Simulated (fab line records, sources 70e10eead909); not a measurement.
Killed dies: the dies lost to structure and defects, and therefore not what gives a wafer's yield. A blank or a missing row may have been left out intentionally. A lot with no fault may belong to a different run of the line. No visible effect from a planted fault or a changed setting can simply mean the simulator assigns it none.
Chamber matching | flow nand_harc | NHARC_P_M0_DEP_32 on pecvd-02 has 3 sister chambers
The step deposits SiCN, target thk 30 nm. 6 wafers are shown with their chamber, then 12 later ones without.

## EACH WAFER AND ITS CHAMBER
wafer  | chamber | heater_power_w (W) | susceptor_temp_C (C)
L085.2 | 0       | 442                | 369.88
L087.1 | 0       | 425                | 369.89
L087.5 | 2       | 620                | 370.08
L090.1 | 1       | 530                | 370.06
L090.2 | 2       | 709                | 369.80
L090.6 | 1       | 512                | 370.16

## WAFERS WITHOUT THEIR CHAMBER
wafer  | heater_power_w (W) | susceptor_temp_C (C)
L091.1 | 734                | 370.13
L091.3 | 475                | 369.91
L091.4 | 723                | 369.84
L095.1 | 449                | 370.07
L095.2 | 761                | 369.79
L095.4 | 450                | 370.16
L096.3 | 500                | 369.87
L096.5 | 641                | 369.90
L096.6 | 686                | 370.37
L097.1 | 476                | 370.32
L097.5 | 494                | 369.63
L097.6 | 589                | 369.96

## CHAMBER TAKEN BY EACH
wafer  | from the rows above     | in truth
L091.1 | 2                       | 2
L091.3 | can't be placed: 0 or 1 | 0
L091.4 | 2                       | 2
L095.1 | can't be placed: 0 or 1 | 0
L095.2 | 2                       | 2
L095.4 | can't be placed: 1 or 0 | 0
L096.3 | can't be placed: 0 or 1 | 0
L096.5 | 2                       | 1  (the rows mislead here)
L096.6 | can't be placed: 2 or 1 | 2
L097.1 | can't be placed: 1 or 0 | 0
L097.5 | can't be placed: 0 or 1 | 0
L097.6 | can't be placed: 2 or 1 | 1
Correctly placed: 3 of 12. Not placeable from these rows: 8 (in 8, the candidates include the true chamber). Wrongly placed: 1.
How it was worked out, from the rows above alone: a wafer's distance from a chamber is the root of the sum, over the readings, of the square of ((its reading less the chamber's mean) divided by the reading's scatter). The wafer belongs to the nearest chamber; if the next one is less than 2 further off, it can't be placed. A chamber's mean is the mean of its shown wafers. The scatter: the root of (the sum of the squares of (reading less its chamber's mean) over the shown wafers, divided by (wafers less chambers)).
